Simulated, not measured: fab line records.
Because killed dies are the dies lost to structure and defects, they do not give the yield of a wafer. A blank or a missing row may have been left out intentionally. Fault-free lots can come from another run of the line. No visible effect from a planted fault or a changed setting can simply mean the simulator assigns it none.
A lot that was struck, set against a sound lot || flow n5 finfet || 37 out of 1938 route steps
Sound: the wafers L513.1, L513.5, L513.6. The struck wafers were L499.1, L499.3. The cause comes at the end.
Per side, at each step with rows, come the tool, then ch with its chambers, and then its first start. Under that, the readings that differ: sound wafers || struck wafers || difference of the means || sigmas: that difference in standard deviations of wafers without a fault.
alike: a reading whose means differ by less than 2 such deviations, as well as words and numbers matching on both sides. not compared: withheld readings; readings where some wafer has no value; bounds like >300 that might hide an equal value; numbers whose values overlap and for which the record gives no deviation.
A row with sigmas, a row that says differs or no value, or rows on one side alone: a step with any of these is where the two part. Numbers that have no deviation but don't overlap get no sigmas and don't part them. Lack of a reading on every wafer of one side parts them only where that side has two or more wafers.

first, 8 steps without rows for these wafers: N5_BEOL_M1_ECD_50 (material Cu, target thk 300 nm); N5_BEOL_M1_ANNEAL_51 (time 90 s); N5_BEOL_M1_CMP_52 (polishes, stops on SiOC, t overpolish 6.8 s, target thk 40 nm); N5_BEOL_M1_PRE_CLEAN_60 (time 15 s); N5_BEOL_M1_CO_CAP_55 (material Co, precursor CCTBA/H2, target thk 2 nm, time 102.1 s); N5_BEOL_M1_PRE_CLEAN_56 (time 15 s); N5_BEOL_M1_DEP_57 (deposits SiCN from 3MS/NH3, target thk 8 nm, time 14 s); N5_BEOL_M2_ILD_DEP_00 (deposits SiOC from DEMS/O2, target thk 79 nm, time 15.3 s).
N5_BEOL_M2_PECVD_72: deposits SiO2 from TEOS/O2, target thk 16 nm, time 18 s.
  sound on pecvd-04 ch 1,2, day 12 09:58; struck on pecvd-04 ch 1,2, day 9 03:21
{"reading": "model.SiO2_of_BEOL_M2_PECVD_72.thk nm (nm)", "sound": "16 16.2 16.2", "struck": "13.8 13.6", "difference": -2.4, "sigmas": ""}
  alike: heater power w, showerhead plenum p Torr, showerhead vpp V, throttle valve pct
  not compared: since wet clean h
then, 25 steps without rows for these wafers: N5_BEOL_M2_HM_DEP_02 (deposits TiN, target thk 20 nm); N5_BEOL_M2_COAT_61 (time 60 s, resist thk 60 nm); N5_BEOL_M2_COAT_62 (time 60 s, resist thk 12 nm); N5_BEOL_M2_COAT_73 (time 60 s, resist thk 5 nm); N5_BEOL_M2_COAT_05 (resist thk 30 nm); N5_BEOL_M2_EBR_07; N5_BEOL_M2_SOFTBAKE_06 (time 60 s); N5_BEOL_M2_EXPOSE_08 (exposes mask M2); N5_BEOL_M2_PEB_09 (peb time 60 s); N5_BEOL_M2_DEVELOP_10 (develop time 30 s); N5_BEOL_M2_DESCUM_16 (chemistry O2, time 7 s); N5_BEOL_M2_ETCH_74 (etches underlayer in N2/H2, target depth 6.5 nm, time 5.2 s); N5_BEOL_M2_ETCH_63 (etches SiARC in CF4, target depth 15.6 nm, time 26 s); N5_BEOL_M2_ETCH_64 (etches SOC in N2/H2, target depth 75 nm, overetch 22.5 nm, time 121.9 s); N5_BEOL_M2_STRIP_65 (strips in N2/H2); N5_BEOL_M2_STRIP_75 (strips in N2/H2); N5_BEOL_M2_STRIP_66 (strips in CF4); N5_BEOL_M2_HM_OPEN_17 (chemistry Cl2/BCl3, target TiN, target depth 20 nm, overetch 6 nm); N5_BEOL_M2_STRIP_19 (strips in O2); N5_BEOL_M2_COAT_67 (time 60 s, resist thk 60 nm); N5_BEOL_M2_COAT_68 (time 60 s, resist thk 12 nm); N5_BEOL_M2_COAT_76 (time 60 s, resist thk 5 nm); N5_BEOL_M2_COAT_22 (resist thk 30 nm); N5_BEOL_M2_EBR_24; N5_BEOL_M2_SOFTBAKE_23 (time 60 s).
N5_BEOL_M2_HM_STRIP_39: strips TiN in peroxide tin strip, target depth 25 nm, time 158 s.
  sound on wet bench-06 ch 0,3,4, day 12 16:23; struck on wet bench-06 ch 2,5, day 9 09:53
{"reading": "model.SiO2_of_BEOL_M2_PECVD_72.thk nm (nm)", "sound": "15.8 16 16", "struck": "13.8 13.6", "difference": -2.2, "sigmas": ""}
N5_BEOL_M2_CMP_52: polishes, stops on SiOC, t overpolish 6.8 s, target thk 40 nm.
  sound on cmp-01 ch 1,2, day 12 20:06; struck on cmp-02 ch 0,2, day 9 13:16
{"reading": "barrier field endpoint s (s)", "sound": "25.4 25.4 26.0", "struck": "22.1 22.2", "difference": -3.4, "sigmas": -6}
  alike: motor current A
N5_BEOL_M4_RC_MEAS_101:
  sound on prober-02 ch 0, day 13 23:29; struck on prober-02 ch 0, day 10 17:59
{"reading": "SS_P (mV/dec)", "sound": "72.6 73.7 72.7", "struck": "71.5 71.6", "difference": -1.5, "sigmas": -2}
  alike: DIBL_N, DIBL_P, IOFF_N, IOFF_P, ION_N, ION_P, SS_N, VT_N, VT_P

WHERE THEY PART
Earliest at N5_BEOL_M2_CMP_52; latest, in this record, at N5_BEOL_M4_RC_MEAS_101.

WHY: whatever the simulator had introduced
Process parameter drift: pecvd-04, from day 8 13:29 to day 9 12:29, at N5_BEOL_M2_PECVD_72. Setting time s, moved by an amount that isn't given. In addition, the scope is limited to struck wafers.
